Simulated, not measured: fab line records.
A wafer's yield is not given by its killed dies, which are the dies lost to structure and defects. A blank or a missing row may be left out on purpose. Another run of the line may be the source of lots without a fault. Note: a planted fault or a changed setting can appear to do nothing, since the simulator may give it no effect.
fab line records -- flow nand_harc
record: lots: 5, wafers: 15, last_day: 33
route steps=1302 shown A_M1@1171 END@1302
lots with no fault: from the same line, run without faults
start_h: hours from the record's opening day to when the first of the lot's shown wafers began -- wait_h: hours since the lot's step before -- " as in the row above -- L1.1+2: a row that stands for several wafers -- - no value, or no start given -- * or withheld: withheld -- < > ~ a bound
route shown NAME@n: a module of which the file shows steps, and the number in the route of the first -- usual: average and standard deviation across the fault-free wafers -- same: alike in all rows -- chamber/n: place in a boat -- sites: the reading at each site -- _std_site: the standard deviation of these -- _edge_site: mean of outer sites minus mean of inner sites -- radius_mm: for every site, how far away it sits from the centre of the wafer -- mask NAME#n: copy n -- behind: the most recent tool/chamber to have shaped the wafer -- hold: why the lot went on hold/how many hours it stayed there/how the hold came to an end -- device: the transistor (n, p or np) that didn't switch -- end of line: the route-end tests of the same wafers -- a step given without rows: its recipe and nothing more -- killed: count of dies lost to structure and defects at first sort (not the wafer's yield) -- map: a wafer's dies, marking killed ones x, the rest . and places with no die _
set.NAME: the setting as run; set.NAME@STEP: as run at that earlier step -- model.NAME: the simulator's own value behind a step, which no gauge read
a table for each step, a row for each wafer; lots at some steps of the route
services: when a tool's chamber went out of use (start_h, in hours from the record's first day, below 0 if earlier), for how many hours, and the reason
== steps ==
step: NHARC_A_M1_HMDS_02
recipe: time_s: 30
step: NHARC_A_M1_COAT_34
recipe: temp_c: 200, time_s: 65
step: NHARC_A_M1_COAT_03
recipe: spin_rpm: 1500, resist_thk_nm: 90
step: NHARC_A_M1_SOFTBAKE_04
recipe: temp_c: 105, time_s: 55
step: NHARC_A_M1_EBR_05
step: NHARC_A_M1_EXPOSE_06
recipe: na: 1.35, target_cd_nm: 120, dose_mj: 75.13, mask_id: A_M1
step: NHARC_A_M1_PEB_07
recipe: peb_temp_c: 100, peb_time_s: 65
step: NHARC_A_M1_DEVELOP_08
recipe: develop_time_s: 35, dev_temp_c: 23
step: NHARC_A_M1_CD_MEAS_09
recipe: target_cd_nm: 120, landing_energy_ev: 500
usual: cd_nm: 120.2/0.63
lot.wafer,tool,chamber,start_h,wait_h,cd_nm
L399.2,cd_sem-01,0,555.08,-,119.4
L399.4,cd_sem-01,0,555.08,-,120.1
L399.5,cd_sem-01,0,555.08,-,119.3
L409.2,cd_sem-01,0,662.53,-,121.0
L409.3,cd_sem-01,0,662.53,-,120.7
L409.6,cd_sem-01,0,662.53,-,120.2
L414.1,cd_sem-03,0,713.28,-,120.7
L414.2,cd_sem-03,0,713.28,-,120.1
L414.5,cd_sem-03,0,713.28,-,120.8
L417.2,cd_sem-01,0,736.96,-,120.3
L417.5,cd_sem-01,0,736.96,-,120.2
L417.6,cd_sem-01,0,736.96,-,119.7
L418.1,cd_sem-02,0,758.06,-,119.8
L418.3,cd_sem-02,0,758.06,-,120.8
L418.5,cd_sem-02,0,758.06,-,120.7
step: NHARC_A_M1_OVL_MEAS_10
recipe: pitch_nm: 240
usual: overlay_x_nm: 0.2/0.73, overlay_y_nm: -0.1/0.69
lot.wafer,tool,chamber,start_h,wait_h,overlay_x_nm,overlay_y_nm
L399.2,overlay-02,-,555.17,-,1.0,-0.6
L399.4,overlay-02,-,555.17,-,0.4,-0.7
L399.5,overlay-02,-,555.17,-,1.1,-0.2
L409.2,overlay-01,-,662.61,-,-1.1,-0.8
L409.3,overlay-01,-,662.61,-,0.2,-1.1
L409.6,overlay-01,-,662.61,-,0.1,-0.9
L414.1,overlay-02,-,713.36,-,0.3,-0.1
L414.2,overlay-02,-,713.36,-,0.5,0.4
L414.5,overlay-02,-,713.36,-,-0.5,0.1
L417.2,overlay-01,-,737.04,-,-0.3,0.0
L417.5,overlay-01,-,737.04,-,0.1,0.7
L417.6,overlay-01,-,737.04,-,-0.5,0.6
L418.1,overlay-02,-,758.15,-,-0.5,-0.3
L418.3,overlay-02,-,758.15,-,0.2,-0.6
L418.5,overlay-02,-,758.15,-,0.0,-0.2
step: NHARC_A_M1_INSPECT_11
usual: raw_defect_count: 89/32
lot.wafer,tool,chamber,start_h,wait_h,raw_defect_count
L399.2,defect_inspect-01,-,555.20,0.0,183
L399.4,defect_inspect-01,-,555.20,0.0,154
L399.5,defect_inspect-01,-,555.20,0.0,146
L409.2,defect_inspect-01,-,662.65,0.0,98
L409.3,defect_inspect-01,-,662.65,0.0,113
L409.6,defect_inspect-01,-,662.65,0.0,97
L414.1,defect_inspect-01,-,713.40,0.0,118
L414.2,defect_inspect-01,-,713.40,0.0,119
L414.5,defect_inspect-01,-,713.40,0.0,132
L417.2,defect_inspect-01,-,737.08,0.0,84
L417.5,defect_inspect-01,-,737.08,0.0,76
L417.6,defect_inspect-01,-,737.08,0.0,75
L418.1,defect_inspect-01,-,758.19,0.0,72
L418.3,defect_inspect-01,-,758.19,0.0,72
L418.5,defect_inspect-01,-,758.19,0.0,67
step: NHARC_A_M1_DESCUM_14
recipe: time_s: 3, o2_flow_sccm: 200, ar_flow_sccm: 0, bias_power_w: 0, chemistry: O2
usual: drypump_motor_current_A: 5.7/0.42, oes_product_au: 1.002/0.0097, rf_vpp_V: 57.8/0.84, showerhead_plenum_p_Torr: 1.93/0.061, throttle_valve_pct: 11.313/0.0083
lot.wafer,tool,chamber,start_h,wait_h,drypump_motor_current_A,oes_product_au,rf_hours_counter_h,rf_vpp_V,showerhead_plenum_p_Torr,throttle_valve_pct
L399.2,rie_diel-04,3,555.26,0.1,5.3,0.995,0,59.1,2.03,11.315
L399.4,rie_diel-04,2,555.26,0.1,6.3,1.005,1,58.1,1.91,11.321
L399.5,rie_diel-04,3,555.26,0.1,5.3,0.982,-,58.2,2.03,11.319
L409.3,rie_diel-04,1,662.71,0.1,5.5,1.013,6,58.9,1.96,11.308
L409.2,rie_diel-04,3,662.71,0.1,5.3,0.998,6,58.7,2.03,11.305
L409.6,rie_diel-04,2,662.71,0.1,6.3,1.006,-,57.8,1.91,11.323
L414.1,rie_diel-02,2,713.47,0.1,5.4,1.009,4,57.0,1.92,11.305
L414.2,rie_diel-02,0,713.47,0.1,5.8,1.009,10,57.8,1.89,11.320
L414.5,rie_diel-02,1,713.47,0.1,5.0,1.013,-,56.2,1.83,11.313
L417.2,rie_diel-04,0,737.14,0.1,6.0,1.006,1,56.5,1.96,11.304
L417.5,rie_diel-04,0,737.14,0.1,6.0,1.007,-,57.3,1.96,11.302
L417.6,rie_diel-04,1,737.14,0.1,5.5,1.015,-,57.2,1.96,11.307
L418.1,rie_diel-02,1,758.26,0.1,5.0,1.009,0,57.7,1.83,11.316
L418.3,rie_diel-02,3,758.26,0.1,6.0,1.002,0,57.3,1.94,11.299
L418.5,rie_diel-02,0,758.26,0.1,5.8,0.995,-,59.2,1.89,11.323
step: NHARC_A_M1_ETCH_35
recipe: target_depth_a: 400, overetch_a: 120, time_s: 43.94, ion_energy_ev: 200, n2_flow_sccm: 150, h2_flow_sccm: 150, ar_flow_sccm: 0, rf_w: 400, bias_w: 150, chemistry: N2/H2
usual: drypump_motor_current_A: 5.7/0.42, oes_product_au: 1.003/0.011, rf_vpp_V: 430.8/2, run_length_s: 65.2/0.37, showerhead_plenum_p_Torr: 2.05/0.065, throttle_valve_pct: 14.170/0.0096
lot.wafer,tool,chamber,start_h,wait_h,drypump_motor_current_A,oes_product_au,rf_hours_counter_h,rf_vpp_V,run_length_s,showerhead_plenum_p_Torr,throttle_valve_pct
L399.2,rie_diel-04,3,555.35,0.1,5.3,0.991,0,434.5,65.2,2.16,14.180
L399.4,rie_diel-04,2,555.35,0.1,6.4,1.004,1,430.3,65.0,2.03,14.167
L399.5,rie_diel-04,3,555.35,0.1,5.3,0.992,-,434.9,65.3,2.16,14.178
L409.2,rie_diel-04,1,662.80,0.1,5.5,1.011,6,430.3,65.3,2.10,14.162
L409.3,rie_diel-04,0,662.80,0.1,6.1,0.995,6,430.7,54.7,2.09,14.176
L409.6,rie_diel-04,1,662.80,0.1,5.5,1.011,-,432.0,65.5,2.09,14.182
L414.1,rie_diel-02,1,713.55,0.1,5.0,1.008,12,427.7,64.8,1.95,14.165
L414.2,rie_diel-02,2,713.55,0.1,5.4,1.002,4,430.8,64.9,2.05,14.169
L414.5,rie_diel-02,1,713.55,0.1,5.0,1.000,-,428.6,64.8,1.95,14.165
L417.2,rie_diel-04,3,737.24,0.1,5.3,0.995,1,434.0,64.8,2.16,14.187
L417.5,rie_diel-04,0,737.24,0.1,6.0,1.001,-,431.4,65.3,2.09,14.177
L417.6,rie_diel-04,1,737.24,0.1,5.5,1.018,-,431.7,65.5,2.09,14.165
L418.3,rie_diel-02,2,758.34,0.1,5.4,1.014,0,431.3,64.9,2.05,14.162
L418.1,rie_diel-02,0,758.34,0.1,5.8,1.005,0,430.1,65.5,2.02,14.166
L418.5,rie_diel-02,1,758.34,0.1,5.0,1.019,-,429.1,64.9,1.95,14.165
step: NHARC_A_M1_ETCH_15
recipe: target_depth_a: 1825, time_s: 91.2, c4f8_flow_sccm: withheld, ar_flow_sccm: 400, rf_w: 600, bias_w: 300, chemistry: C4F8/Ar
usual: oes_product_au: 0.959/0.023, rf_vpp_V: 441.3/2, run_length_s: 112.5/0.37
lot.wafer,tool,chamber,start_h,wait_h,oes_product_au,rf_hours_counter_h,rf_vpp_V,run_length_s
L399.2,rie_diel-04,2,-,-,0.981,1,440.2,113.0
L399.4,rie_diel-04,3,-,-,0.937,1,444.5,112.0
L399.5,rie_diel-04,1,-,-,0.988,-,442.1,112.4
L409.3,rie_diel-04,1,-,-,0.932,6,442.6,112.4
L409.2,rie_diel-04,2,-,-,0.927,7,441.2,112.4
L409.6,rie_diel-04,2,-,-,0.927,-,441.0,112.7
L414.2,rie_diel-02,0,-,-,0.977,10,440.7,112.6
L414.1,rie_diel-02,3,-,-,0.975,10,441.8,113.2
L414.5,rie_diel-02,1,-,-,0.964,-,439.7,112.3
L417.2,rie_diel-04,1,-,-,0.967,1,442.7,112.4
L417.6,rie_diel-04,1,-,-,0.970,-,441.7,112.5
L417.5,rie_diel-04,2,-,-,0.970,-,440.3,112.7
L418.1,rie_diel-02,0,-,-,0.954,0,441.5,113.0
L418.3,rie_diel-02,2,-,-,0.980,0,442.3,112.3
L418.5,rie_diel-02,0,-,-,0.956,-,439.2,112.5
step: NHARC_END_SORT_01
recipe: temp_c: 25
usual: defect_limited_yield: 90.1/2.6, killed_at_array: 63/17, killed_at_other: 0.8/1.1, killed_at_periphery: 3.5/3, killed_dies: 67/17, killed_open: 3.1/1.6, killed_short: 2.6/1.4
same: gross_dies: 677
lot.wafer,tool,chamber,start_h,wait_h,defect_limited_yield[%],killed_at_array,killed_at_other,killed_at_periphery,killed_dies,killed_open,killed_short
L399.2,prober-02,0,594.37,2.8,84.6,102,0,2,104,2,3
L399.4,prober-02,0,595.98,3.4,88.2,75,0,5,80,3,1
L399.5,prober-02,0,596.78,3.7,84.3,99,0,7,106,5,4
L409.2,prober-01,0,699.03,2.8,88.6,70,1,6,77,2,0
L409.3,prober-01,0,699.82,3.1,85.2,87,2,11,100,3,5
L409.6,prober-01,0,702.20,4.0,87.3,76,1,9,86,2,1
L414.1,prober-01,0,751.10,2.5,87.9,81,0,1,82,5,2
L414.2,prober-01,0,751.92,2.8,86.9,88,0,1,89,3,3
L414.5,prober-01,0,754.36,3.8,84.6,102,1,1,104,1,3
killed by level:class
L399.2 A_CHANNEL_HOLE_D1:chamber_film_flake=39 A_CHANNEL_HOLE_D2:chamber_film_flake=25 A_SLIT:chamber_film_flake=21 A_CONTACT:chamber_film_flake=9 P_STI:geometric_particle:open=1 A_ONON_D1:geometric_particle:short=1 A_CHANNEL_FILL_D1:geometric_particle:short=1 A_CHANNEL_FILL_D2:geometric_particle:open=1
L399.4 A_SLIT:chamber_film_flake=27 A_CHANNEL_HOLE_D1:chamber_film_flake=21 A_CHANNEL_HOLE_D2:chamber_film_flake=20 P_STI:chamber_film_flake=3 P_GATE:geometric_particle:open=1 A_ONON_D1:geometric_particle:open=1 A_WL_FILL:geometric_particle:short=1 A_BLC:geometric_particle:open=1
L399.5 A_CHANNEL_HOLE_D2:chamber_film_flake=34 A_SLIT:chamber_film_flake=29 A_CHANNEL_HOLE_D1:chamber_film_flake=27 P_M1:geometric_particle:open=2 P_STI:chamber_film_flake=2 P_M0:geometric_particle:short=1 A_ONON_D1:geometric_particle:open=1 A_ONON_D1:geometric_particle:short=1
L409.2 A_SLIT:chamber_film_flake=37 A_CHANNEL_HOLE_D2:chamber_film_flake=12 A_CHANNEL_HOLE_D1:chamber_film_flake=5 A_STAIRCASE:chamber_film_flake=5 A_CONTACT:chamber_film_flake=3 P_BONDPAD:chamber_film_flake=2 A_CHANNEL_FILL_D2:chamber_film_flake=2 A_M0:chamber_film_flake=2
L409.3 A_SLIT:chamber_film_flake=32 A_CHANNEL_HOLE_D2:chamber_film_flake=21 A_CONTACT:chamber_film_flake=9 P_BONDPAD:chamber_film_flake=5 P_M1:chamber_film_flake=4 A_CHANNEL_HOLE_D1:chamber_film_flake=4 A_M0:chamber_film_flake=4 A_DECK1_JOINT:chamber_film_flake=3
L409.6 A_SLIT:chamber_film_flake=32 A_CHANNEL_HOLE_D2:chamber_film_flake=19 A_CHANNEL_HOLE_D1:chamber_film_flake=8 A_CONTACT:chamber_film_flake=8 P_BONDPAD:chamber_film_flake=3 P_GATE:chamber_film_flake=2 P_M1:chamber_film_flake=2 A_CHANNEL_FILL_D2:chamber_film_flake=2
L414.1 A_CHANNEL_HOLE_D1:chamber_film_flake=31 A_SLIT:chamber_film_flake=29 A_CONTACT:chamber_film_flake=5 A_CHANNEL_HOLE_D2:chamber_film_flake=3 A_STAIRCASE:chamber_film_flake=2 A_ONON_D1:geometric_particle:short=1 A_ONON_D1:geometric_particle:open=1 A_CHANNEL_HOLE_D2:geometric_particle:open=1
L414.2 A_CHANNEL_HOLE_D1:chamber_film_flake=31 A_SLIT:chamber_film_flake=31 A_CHANNEL_HOLE_D2:chamber_film_flake=7 A_STAIRCASE:chamber_film_flake=6 A_CONTACT:chamber_film_flake=3 A_BLC:chamber_film_flake=3 A_CHANNEL_FILL_D2:chamber_film_flake=2 P_CONTACT:geometric_particle:open=1
L414.5 A_SLIT:chamber_film_flake=39 A_CHANNEL_HOLE_D1:chamber_film_flake=35 A_CONTACT:chamber_film_flake=7 A_BLC:chamber_film_flake=5 A_DECK1_JOINT:chamber_film_flake=3 A_CHANNEL_HOLE_D2:chamber_film_flake=3 A_CHANNEL_FILL_D2:chamber_film_flake=2 A_STAIRCASE:chamber_film_flake=2
== services ==
tool,chamber,start_h,hours,kind
rie_diel-04,-,531.90,9.0,pm
rie_diel-04,0,531.90,9.0,vent_cycle
rie_diel-04,1,531.90,9.0,vent_cycle
rie_diel-04,2,531.90,9.0,vent_cycle
rie_diel-04,3,531.90,9.0,vent_cycle
rie_diel-04,0,540.90,-,clean
rie_diel-04,1,540.90,-,clean
rie_diel-04,2,540.90,-,clean
rie_diel-04,3,540.90,-,clean
rie_diel-04,0,565.40,-,clean
rie_diel-04,1,565.40,-,clean
rie_diel-04,2,565.40,-,clean
rie_diel-04,3,565.40,-,clean
rie_diel-02,-,570.72,9.0,pm
rie_diel-02,2,583.25,54.1,repair
rie_diel-04,0,589.90,-,clean
rie_diel-04,1,589.90,-,clean
rie_diel-04,2,589.90,-,clean
rie_diel-04,3,589.90,-,clean
rie_diel-04,0,677.10,4.5,repair
rie_diel-04,-,708.95,9.0,pm
rie_diel-02,0,720.10,2.8,repair
rie_diel-04,2,744.60,4.2,repair
rie_diel-02,-,747.72,9.0,pm
== key ==
first_sign: step: NHARC_A_M1_ETCH_35, reading: run_length_s, direction: down, sigmas: 28, usual: *, struck: *
effect none on later readings
met_at NHARC_A_M1_ETCH_35
struck_wafers L409.3
onset_between 555.35 662.80
fault: kind: process_parameter_drift, tool: rie_diel-04, chamber: -, onset_h: 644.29, steps: NHARC_A_M1_ETCH_35, channel: time_s, offset: *, shape: step, end_h: 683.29, scope: struck_wafers_only, acts_in: *, stated: *
